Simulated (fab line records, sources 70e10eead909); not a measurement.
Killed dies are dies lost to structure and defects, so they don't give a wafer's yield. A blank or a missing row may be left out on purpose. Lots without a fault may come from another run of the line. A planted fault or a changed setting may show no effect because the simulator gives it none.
fab line records | flow nand_harc | part 2 of 2: steps 20 to 27 of 27
record lots=5 wafers=15 last_day=23
route steps=1159 shown A_CONTACT@855
lots that met no fault: from a run of the same line without faults
start_h: hours from the record's first day to the start of the lot's first wafer shown | wait_h: hours since the lot's step before | " the same as in the row above | L1.1+2: a row that stands for several wafers | - no value, or no start given | * or withheld: withheld | < > ~ a bound
route shown NAME@n: a module of which the file shows steps, and the number in the route of the first | usual: mean/standard deviation of fault-free wafers | same: alike in all rows | chamber/n: place in a boat | sites: the reading at each site | _std_site: their standard deviation | _edge_site: outer sites' mean less inner sites' | radius_mm: how far each site lies from the wafer's centre | mask NAME#n: copy n | behind: the tool/chamber that last shaped the wafer | hold: why the lot was held/for how many hours/how that ended | device: the transistor (n, p or np) that didn't switch | end of line: the same wafers' tests at the end of the route | a step without rows: its recipe alone | killed: dies lost to structure and defects at the first sort, not the wafer's yield | map: a wafer's dies, x killed, . not, _ none there
set.NAME: the setting as run; set.NAME@STEP: as run at that earlier step | model.NAME: the simulator's own value behind a step, which no gauge read
lots at some steps of the route; a table a step, a row a wafer
services: from which hour (start_h, from the record's first day; less than 0 if before it) a tool's chamber was out of use, for how many hours, and why
## steps
# step NHARC_A_CONTACT_ETCH_123
# recipe source_w=withheld pressure_mtorr=20 bias_v=400 time_s=253 target_depth_a=10900 ar_flow_sccm=withheld c4f8_flow_sccm=11.5 o2_flow_sccm=7.2 chemistry=C4F8/O2/Ar
# columns lot.wafer tool chamber start_h wait_h rf_hours_counter_h
L079.1 har_cap_etch-03 1 387.66 0.1 79
L079.2 " 0 " " 79
L079.6 " 0 " " -
L082.1 har_cap_etch-01 1 420.25 0.1 69
L082.3 " 1 " " -
L082.5 " 1 " " -
L085.2 har_cap_etch-03 1 436.58 0.1 88
L085.4 " 1 " " -
L085.5 " 1 " " -
L086.2 har_cap_etch-03 1 446.12 0.1 91
L086.1 " 0 " " 91
L086.5 " 0 " " -
L093.1 har_cap_etch-01 1 483.07 0.1 79
L093.3 " 1 " " -
L093.6 " 1 " " -
# step NHARC_A_CONTACT_ETCH_90
# recipe target_depth_a=400 over_etch_frac=0.5 time_s=85.7 ion_energy_ev=120 ch3f_flow_sccm=50 o2_flow_sccm=30 ar_flow_sccm=200 rf_w=500 bias_w=100 chemistry=CH3F/O2
# usual drypump_motor_current_A=5.9/0.4 oes_product_au=0.97/0.038 rf_vpp_V=244.2/1.7 showerhead_plenum_p_Torr=2.45/0.091 throttle_valve_pct=20.662/0.0092
# columns lot.wafer tool chamber start_h wait_h drypump_motor_current_A oes_product_au rf_hours_counter_h rf_vpp_V showerhead_plenum_p_Torr throttle_valve_pct
L079.1 rie_diel-11 0 388.60 0.9 6.2 0.94 60 243.3 2.29 20.656
L079.2 " 2 " " 6.1 0.95 59 242.8 2.46 20.666
L079.6 " 0 " " 6.1 0.93 - 239.0 2.29 20.665
L082.1 rie_diel-11 2 420.83 0.5 6.1 0.99 5 243.7 2.46 20.670
L082.3 " 3 " " 6.5 1.01 5 245.2 2.49 20.666
L082.5 " 0 " " 6.1 1.00 - 246.6 2.66 20.652
L085.4 rie_diel-11 3 437.18 0.4 6.6 1.00 7 244.1 2.49 20.653
L085.2 " 0 " " 6.1 1.02 9 247.9 2.66 20.670
L085.5 " 3 " " 6.5 1.00 - 244.6 2.49 20.675
L086.1 rie_diel-08 3 446.73 0.5 5.5 1.01 30 244.9 2.44 20.683
L086.2 " 0 " " 5.8 1.01 32 244.5 2.43 20.665
L086.5 " 0 " " 5.8 1.00 - 242.9 2.43 20.653
L093.1 rie_diel-11 1 483.61 0.5 6.1 0.92 28 243.4 2.40 20.665
L093.3 " 0 " " 6.1 0.93 30 247.3 2.65 20.652
L093.6 " 1 " " 6.1 0.92 - 244.0 2.40 20.648
# step NHARC_A_CONTACT_ETCH_96
# recipe target_depth_a=200 over_etch_frac=0.5 time_s=10 ion_energy_ev=250 c4f6_flow_sccm=25 o2_flow_sccm=20 ar_flow_sccm=500 rf_w=600 bias_w=500 chemistry=C4F6/O2
# usual drypump_motor_current_A=5.9/0.42 oes_product_au=0.978/0.028 rf_vpp_V=547/3.1 showerhead_plenum_p_Torr=3.91/0.15 throttle_valve_pct=26.903/0.01
# columns lot.wafer tool chamber start_h wait_h drypump_motor_current_A oes_product_au rf_hours_counter_h rf_vpp_V showerhead_plenum_p_Torr throttle_valve_pct
L079.2 rie_diel-11 1 - - 6.1 0.974 58 546 3.85 26.894
L079.1 " 3 " " 6.6 0.966 61 547 3.98 26.908
L079.6 " 1 " " 6.1 0.963 - 545 3.85 26.914
L082.1 rie_diel-11 3 - - 6.6 1.008 5 547 3.97 26.909
L082.3 " 0 " " 6.2 1.017 3 553 4.23 26.892
L082.5 " 2 " " 6.1 0.994 - 545 3.92 26.888
L085.2 rie_diel-11 0 - - 6.1 1.016 9 552 4.22 26.913
L085.4 " 2 " " 6.1 0.995 10 547 3.92 26.907
L085.5 " 3 " " 6.6 0.991 - 548 3.97 26.897
L086.2 rie_diel-08 2 - - 5.9 0.997 32 540 3.66 26.911
L086.1 " 3 " " 5.6 1.020 30 545 3.90 26.919
L086.5 " 1 " " 6.5 1.021 - 550 4.10 26.905
L093.1 rie_diel-11 0 - - 6.2 0.950 30 553 4.21 26.901
L093.3 " 1 " " 6.1 0.946 28 545 3.83 26.893
L093.6 " 3 " " 6.6 0.941 - 548 3.96 26.901
# step NHARC_A_CONTACT_CD_MEAS_53
# usual cd_nm=189.3/0.86
# columns lot.wafer tool chamber start_h wait_h cd_nm
L079.1 cd_sem-03 - 388.93 - 190.3
L079.2 " - " " 189.7
L079.6 " - " " 190.4
L082.1 cd_sem-01 - 421.02 - 190.6
L082.3 " - " " 191.1
L082.5 " - " " 190.4
L085.2 cd_sem-01 - 437.40 - 189.3
L085.4 " - " " 189.1
L085.5 " - " " 189.0
L086.1 cd_sem-01 - 446.94 - 189.2
L086.2 " - " " 189.2
L086.5 " - " " 189.9
L093.1 cd_sem-01 - 483.83 - 190.6
L093.3 " - " " 190.9
L093.6 " - " " 190.6
# step NHARC_A_CONTACT_STRIP_99
# recipe n2_flow_sccm=150 h2_flow_sccm=150 ar_flow_sccm=0 bias_w=0 chemistry=N2/H2
# columns lot.wafer tool chamber start_h wait_h
L079.1+2+6 rie_diel-11 0,1,3 389.01 0.1
L082.1+3+5 rie_diel-11 0,2,1 421.10 0.1
L085.4+2+5 rie_diel-08 0,2,0 437.47 0.1
L086.2+1+5 rie_diel-11 3,0,0 447.02 0.1
L093.1+3+6 rie_diel-11 1,2,3 483.93 0.1
# step NHARC_A_CONTACT_STRIP_100
# recipe cf4_flow_sccm=100 chf3_flow_sccm=30 ar_flow_sccm=0 bias_w=0 chemistry=CF4/CHF3
# columns lot.wafer tool chamber start_h wait_h
L079.1+2+6 rie_diel-11 1,2,1 389.10 0.1
L082.3+1+5 rie_diel-11 2,3,1 421.20 0.1
L085.4+2+5 rie_diel-08 0,3,0 437.58 0.1
L086.2+1+5 rie_diel-11 1,2,1 447.14 0.1
L093.3+1+6 rie_diel-11 3,0,1 484.01 0.1
# step NHARC_A_CONTACT_STRIP_101
# recipe o2_flow_sccm=400 cos_flow_sccm=20 ar_flow_sccm=0 bias_w=0 chemistry=O2/COS
# columns lot.wafer tool chamber start_h wait_h
L079.2+1+6 rie_diel-11 3,0,3 389.16 0.1
L082.1+3+5 rie_diel-11 3,0,2 421.26 0.1
L085.4+2+5 rie_diel-08 0,3,0 437.65 0.1
L086.2+1+5 rie_diel-11 1,0,1 447.26 0.1
L093.3+1+6 rie_diel-11 3,1,3 484.06 0.1
# step NHARC_A_CONTACT_ETCH_102
# recipe target_depth_a=700 overetch_a=70 time_s=38.5 ion_energy_ev=100 cf4_flow_sccm=80 o2_flow_sccm=20 ar_flow_sccm=0 rf_w=300 bias_w=100 chemistry=CF4/O2
# usual drypump_motor_current_A=5.9/0.4 oes_o_777_au=1.000/0.0045 oes_product_au=1.002/0.0097 rf_vpp_V=197.5/1.4 showerhead_plenum_p_Torr=1.32/0.054 throttle_valve_pct=13.398/0.0088
# columns lot.wafer tool chamber start_h wait_h drypump_motor_current_A oes_o_777_au oes_product_au rf_hours_counter_h rf_vpp_V showerhead_plenum_p_Torr throttle_valve_pct
L079.1 rie_diel-11 2 389.35 0.2 6.0 0.997 1.007 59 196.1 1.34 13.385
L079.2 " 1 " " 6.1 1.005 0.999 58 197.3 1.31 13.389
L079.6 " 2 " " 6.0 0.996 1.002 - 197.1 1.34 13.406
L082.1 rie_diel-11 2 421.33 0.1 6.1 0.999 0.993 5 196.7 1.33 13.389
L082.3 " 3 " " 6.6 1.002 0.994 5 198.3 1.35 13.397
L082.5 " 0 " " 6.1 0.997 1.016 - 199.9 1.45 13.397
L085.4 rie_diel-08 2 437.76 0.1 5.8 1.006 0.989 30 196.4 1.24 13.403
L085.2 " 1 " " 6.5 1.005 1.008 23 199.7 1.40 13.402
L085.5 " 2 " " 5.8 0.993 0.987 - 194.8 1.24 13.400
L086.2 rie_diel-11 0 447.32 0.1 6.1 0.998 1.005 13 199.8 1.44 13.382
L086.1 " 1 " " 6.1 1.005 1.002 13 197.6 1.31 13.396
L086.5 " 1 " " 6.1 0.996 0.998 - 196.5 1.31 13.403
L093.3 rie_diel-11 3 484.12 0.1 6.5 1.001 1.005 27 197.9 1.35 13.383
L093.1 " 1 " " 6.1 0.998 1.003 28 198.1 1.30 13.400
L093.6 " 0 " " 6.1 1.006 1.002 - 200.2 1.44 13.408
## services
# columns tool chamber start_h hours kind
rie_diel-11 0 377.64 - clean
rie_diel-11 1 377.64 - clean
rie_diel-11 2 377.64 - clean
rie_diel-11 3 377.64 - clean
rie_diel-11 - 398.65 9.0 pm
rie_diel-11 0 398.65 9.0 vent_cycle
rie_diel-11 1 398.65 9.0 vent_cycle
rie_diel-11 2 398.65 9.0 vent_cycle
rie_diel-11 3 398.65 9.0 vent_cycle
rie_diel-11 0 407.65 - clean
rie_diel-11 0 407.65 - consumable_replace:showerhead
rie_diel-11 1 407.65 - clean
rie_diel-11 2 407.65 - clean
rie_diel-11 2 407.65 - consumable_replace:focus_ring
rie_diel-11 3 407.65 - clean
rie_diel-11 3 407.65 - consumable_replace:focus_ring
rie_diel-11 3 429.84 5.1 repair
rie_diel-11 0 432.23 - clean
rie_diel-11 1 432.23 - clean
rie_diel-11 2 432.23 - clean
rie_diel-11 0 456.73 - clean
rie_diel-11 1 456.73 - clean
rie_diel-10 3 468.39 1.6 repair
rie_diel-08 - 478.82 9.0 pm
